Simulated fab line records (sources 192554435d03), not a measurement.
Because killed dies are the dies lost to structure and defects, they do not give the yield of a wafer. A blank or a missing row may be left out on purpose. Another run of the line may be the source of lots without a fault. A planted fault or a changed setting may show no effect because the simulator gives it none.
Which tool was responsible? + flow n5-finfet + 27 wafers from 9 lots sampled at 5 of the route's 1938 steps

## WHAT EACH GAUGE READ, for each wafer
N5_BEOL_M4_RC_MEAS_101. Usual: DIBL_N 36.4 mV/V, standard deviation 1.5; DIBL_P 36.4 mV/V, standard deviation 1.6; IOFF_N 0.164 nA/um, standard deviation 0.025; IOFF_P 0.214 nA/um, standard deviation 0.028; ION_N 675 uA/um, standard deviation 9.9; ION_P 463 uA/um, standard deviation 6.5; SS_N 71.5 mV/dec, standard deviation 0.5; SS_P 73.3 mV/dec, standard deviation 0.56; VT_N 249.2 mV, standard deviation 2.7; VT_P -250.1 mV, standard deviation 2.8.
| lot  | measured     | on        | DIBL_N (mV/V)  | DIBL_P (mV/V)  | IOFF_N (nA/um)    | IOFF_P (nA/um)    | ION_N (uA/um) | ION_P (uA/um) | SS_N (mV/dec)  | SS_P (mV/dec)  | VT_N (mV)         | VT_P (mV)            | flag |
|------|--------------|-----------|----------------|----------------|-------------------|-------------------|---------------|---------------|----------------|----------------|-------------------|----------------------|------|
| L886 | day 8 12:26  | prober-02 | 35.8 36.0 35.8 | 37.5 37.2 36.9 | 0.165 0.168 0.166 | 0.224 0.219 0.208 | 677 682 687   | 471 467 467   | 71.8 71.8 70.9 | 73.8 73.6 73.2 | 249.6 247.4 248.3 | -249.5 -249.8 -250.5 |      |
| L890 | day 9 12:56  | prober-01 | 37.0 37.1 35.8 | 38.9 39.1 37.2 | 0.179 0.171 0.159 | 0.242 0.249 0.212 | 677 676 677   | 462 464 466   | 72.6 72.4 71.5 | 72.9 73.9 73.1 | 247.9 250.5 251.4 | -251.3 -248.7 -248.6 |      |
| L892 | day 9 21:47  | prober-01 | 35.3 35.9 35.8 | 38.5 37.9 37.8 | 0.150 0.158 0.153 | 0.253 0.246 0.246 | 665 671 669   | 468 469 462   | 71.6 71.8 71.8 | 73.5 74.0 73.8 | 251.1 251.9 252.0 | -244.9 -246.6 -245.0 |      |
| L891 | day 9 22:43  | prober-01 | 38.0 39.0 38.1 | 38.1 39.0 37.9 | 0.188 0.219 0.191 | 0.232 0.242 0.228 | 679 694 688   | 458 469 466   | 71.8 72.1 71.2 | 73.6 73.2 74.3 | 246.1 242.9 244.9 | -248.4 -249.2 -249.0 |      |
| L893 | day 10 00:44 | prober-01 | 38.2 38.7 38.6 | 35.8 36.1 36.6 | 0.172 0.184 0.187 | 0.221 0.239 0.254 | 674 681 675   | 459 470 465   | 72.2 72.0 71.8 | 73.0 73.4 73.6 | 249.4 246.6 245.5 | -249.3 -247.6 -248.3 |      |
| L894 | day 10 03:02 | prober-01 | 36.6 36.8 37.5 | 35.7 35.6 36.3 | 0.166 0.178 0.184 | 0.235 0.235 0.242 | 669 674 681   | 464 465 456   | 70.9 71.5 72.0 | 73.8 73.2 73.2 | 247.2 247.5 246.3 | -249.2 -249.1 -250.3 |      |
| L898 | day 11 03:19 | prober-01 | 37.4 37.2 37.9 | 38.4 38.6 38.8 | 0.186 0.181 0.203 | 0.244 0.239 0.244 | 676 677 679   | 466 464 458   | 71.7 71.7 72.0 | 73.3 73.4 73.5 | 248.0 249.7 248.6 | -251.3 -250.6 -246.8 |      |
| L902 | day 12 12:46 | prober-02 | 36.6 37.7 36.6 | 36.1 37.9 36.4 | 0.169 0.189 0.160 | 0.222 0.250 0.222 | 680 681 669   | 464 469 469   | 72.2 71.9 72.1 | 74.0 73.8 74.0 | 246.4 244.4 248.8 | -247.6 -248.1 -249.1 |      |
| L905 | day 13 03:38 | prober-02 | 35.1 34.7 35.5 | 34.9 34.4 35.5 | 0.159 0.146 0.157 | 0.175 0.169 0.187 | 681 674 667   | 458 457 455   | 71.7 71.1 71.8 | 73.1 73.1 72.9 | 250.2 249.3 249.2 | -254.8 -252.5 -254.0 |      |

## TOOL THAT RAN EACH LOT (tool first, then ch and the chambers of the sampled wafers, then the start)
| lot  | N5_BEOL_M1_PRE_CLEAN_60          | N5_BEOL_M2_ILD_DEP_00           | N5_BEOL_M2_EXPOSE_08              | N5_BEOL_M2_DESCUM_16               |
|------|----------------------------------|---------------------------------|-----------------------------------|------------------------------------|
| L886 | cvd-co-01 ch 0,1,2, day 7 04:04  | pecvd-01 ch 0,1,2, day 7 04:21  | euv-scanner-02 ch 0, day 7 06:12  | rie-diel-04 ch 1,2, day 7 06:26    |
| L890 | cvd-co-01 ch 0,1,2, day 8 00:33  | pecvd-02 ch 1,2, day 8 00:52    | euv-scanner-01 ch 0, day 8 03:46  | rie-diel-01 ch 0,1,3, day 8 04:05  |
| L892 | cvd-co-01 ch 1,2, day 8 09:52    | pecvd-03 ch 0,1,2, day 8 10:10  | euv-scanner-02 ch 0, day 8 11:19  | rie-diel-01 ch 0,1,2, day 8 11:34  |
| L891 | cvd-co-01 ch 0,2, day 8 11:37    | pecvd-03 ch 0,2, day 8 11:53    | euv-scanner-02 ch 0, day 8 14:01  | rie-diel-01 ch 0,2, day 8 14:31    |
| L893 | cvd-co-02 ch 0,1, day 8 14:32    | pecvd-02 ch 1,2, day 8 14:49    | euv-scanner-01 ch 0, day 8 17:37  | rie-diel-02 ch 1,3, day 8 17:57    |
| L894 | cvd-co-01 ch 0,1,2, day 8 17:36  | pecvd-03 ch 0,1, day 8 17:53    | euv-scanner-01 ch 0, day 8 18:41  | rie-diel-01 ch 0,1,3, day 8 18:57  |
| L898 | cvd-co-02 ch 0,1,2, day 9 19:47  | pecvd-02 ch 0,1,2, day 9 20:05  | euv-scanner-02 ch 0, day 9 21:29  | rie-diel-01 ch 0,1,3, day 9 21:44  |
| L902 | cvd-co-02 ch 1,2, day 10 23:47   | pecvd-03 ch 0,2, day 11 00:04   | euv-scanner-02 ch 0, day 11 01:25 | rie-diel-04 ch 2,3, day 11 01:40   |
| L905 | cvd-co-02 ch 0,1,2, day 11 18:40 | pecvd-02 ch 0,1,2, day 11 18:57 | euv-scanner-02 ch 0, day 11 19:53 | rie-diel-01 ch 0,1,2, day 11 20:33 |
- N5_BEOL_M1_PRE_CLEAN_60: time 15 s.
- N5_BEOL_M2_ILD_DEP_00: deposits SiOC from DEMS/O2, target thk 79 nm, time 15.3 s.
- N5_BEOL_M2_EXPOSE_08: exposes mask M2.
- N5_BEOL_M2_DESCUM_16: chemistry O2, time 7 s.

## WHAT THE TOOLS THEMSELVES READ (means of the sampled wafers that have a number; where no wafer has one, the mark that the record gives instead)
N5_BEOL_M1_PRE_CLEAN_60. Usual: heater-power-w reads 76 W (standard deviation 14).
| lot  | tool      | heater-power-w (W) | flag |
|------|-----------|--------------------|------|
| L886 | cvd-co-01 | 88                 |      |
| L890 | cvd-co-01 | 88                 |      |
| L892 | cvd-co-01 | 84                 |      |
| L891 | cvd-co-01 | 92                 |      |
| L893 | cvd-co-02 | 67                 |      |
| L894 | cvd-co-01 | 87                 |      |
| L898 | cvd-co-02 | 64                 |      |
| L902 | cvd-co-02 | 70                 |      |
| L905 | cvd-co-02 | 65                 |      |

N5_BEOL_M2_ILD_DEP_00. Usual: heater-power-w 484 W, standard deviation 43; showerhead-plenum-p-Torr 5.700 Torr, standard deviation 0.016; showerhead-vpp-V 1355 V, standard deviation 65; throttle-valve-pct 11.7 %, standard deviation 0.43.
| lot  | tool     | heater-power-w (W) | showerhead-plenum-p-Torr (Torr) | showerhead-vpp-V (V) | throttle-valve-pct (%) | flag |
|------|----------|--------------------|---------------------------------|----------------------|------------------------|------|
| L886 | pecvd-01 | 476                | 5.708                           | 1314                 | 11.8                   |      |
| L890 | pecvd-02 | 494                | 5.689                           | 1439                 | 11.4                   |      |
| L892 | pecvd-03 | 472                | 5.690                           | 1367                 | 11.8                   |      |
| L891 | pecvd-03 | 405                | 5.704                           | 1392                 | 11.7                   |      |
| L893 | pecvd-02 | 487                | 5.689                           | 1404                 | 11.2                   |      |
| L894 | pecvd-03 | 487                | 5.704                           | 1333                 | 11.8                   |      |
| L898 | pecvd-02 | 484                | 5.697                           | 1395                 | 11.5                   |      |
| L902 | pecvd-03 | 437                | 5.714                           | 1391                 | 11.6                   |      |
| L905 | pecvd-02 | 496                | 5.696                           | 1372                 | 11.7                   |      |

N5_BEOL_M2_EXPOSE_08. Usual: exposure-dose-mJ-cm2 41.23, standard deviation 0.041; focus-offset-nm 0.0 nm, standard deviation 0.45.
| lot  | tool           | exposure-dose-mJ-cm2 | focus-offset-nm (nm) | flag |
|------|----------------|----------------------|----------------------|------|
| L886 | euv-scanner-02 | 41.24                | 0.1                  |      |
| L890 | euv-scanner-01 | 41.25                | -0.4                 |      |
| L892 | euv-scanner-02 | 41.16                | -0.0                 |      |
| L891 | euv-scanner-02 | 41.20                | -0.3                 |      |
| L893 | euv-scanner-01 | 41.25                | -0.3                 |      |
| L894 | euv-scanner-01 | 41.25                | 0.0                  |      |
| L898 | euv-scanner-02 | 41.22                | -0.4                 |      |
| L902 | euv-scanner-02 | 42.28                | 0.3                  | OFF  |
| L905 | euv-scanner-02 | 42.09                | -0.2                 | OFF  |

N5_BEOL_M2_DESCUM_16. Usual: drypump-motor-current-A 5.6 A, standard deviation 0.43; oes-product-au 0.83 a.u., standard deviation 0.087; rf-vpp-V 243.6 V, standard deviation 1.3; showerhead-plenum-p-Torr 2.12 Torr, standard deviation 0.07; throttle-valve-pct 20.55 %, standard deviation 0.27.
| lot  | tool        | drypump-motor-current-A (A) | oes-product-au (a.u.) | rf-vpp-V (V) | showerhead-plenum-p-Torr (Torr) | throttle-valve-pct (%) | flag |
|------|-------------|-----------------------------|-----------------------|--------------|---------------------------------|------------------------|------|
| L886 | rie-diel-04 | 5.4                         | 0.87                  | 243.8        | 2.12                            | 20.65                  |      |
| L890 | rie-diel-01 | 6.1                         | 0.86                  | 244.3        | 2.12                            | 20.58                  |      |
| L892 | rie-diel-01 | 5.9                         | 0.89                  | 243.4        | 2.13                            | 20.31                  |      |
| L891 | rie-diel-01 | 5.7                         | 0.93                  | 244.8        | 2.20                            | 20.10                  |      |
| L893 | rie-diel-02 | 5.2                         | 0.85                  | 243.2        | 2.06                            | 20.27                  |      |
| L894 | rie-diel-01 | 6.1                         | 0.85                  | 243.5        | 2.12                            | 20.59                  |      |
| L898 | rie-diel-01 | 6.1                         | 0.84                  | 243.6        | 2.12                            | 20.60                  |      |
| L902 | rie-diel-04 | 5.6                         | 0.85                  | 243.4        | 2.13                            | 20.70                  |      |
| L905 | rie-diel-01 | 5.9                         | 0.84                  | 243.4        | 2.12                            | 20.36                  |      |

## THE ANSWER, worked out from the rows above alone
Rule: a lot counts as off when the mean over its wafers that have a number is more than 3 standard deviations away from the usual mean. A lot without any number at a reading at which 4 lots or more have one is off too. All remaining lots with rows at the step are treated as sound. Order of review: gauges by route order, followed by the tools' own readings, for which a lot's mean as printed above is used. The first step at which some lot is off is used, and at that step the reading that is off furthest; a lot without a number counts as furthest.
Off: L902, L905 (N5_BEOL_M2_EXPOSE_08, exposure-dose-mJ-cm2).
If a tool, at that step or one of the process steps before it, ran each lot that is off and ran no sound lot following the first of them, it fits. 2 tools fit, cvd-co-02 at N5_BEOL_M1_PRE_CLEAN_60 and euv-scanner-02 at N5_BEOL_M2_EXPOSE_08, so this cannot tell which one it is.

## WHAT THE SIMULATOR HAD PUT IN
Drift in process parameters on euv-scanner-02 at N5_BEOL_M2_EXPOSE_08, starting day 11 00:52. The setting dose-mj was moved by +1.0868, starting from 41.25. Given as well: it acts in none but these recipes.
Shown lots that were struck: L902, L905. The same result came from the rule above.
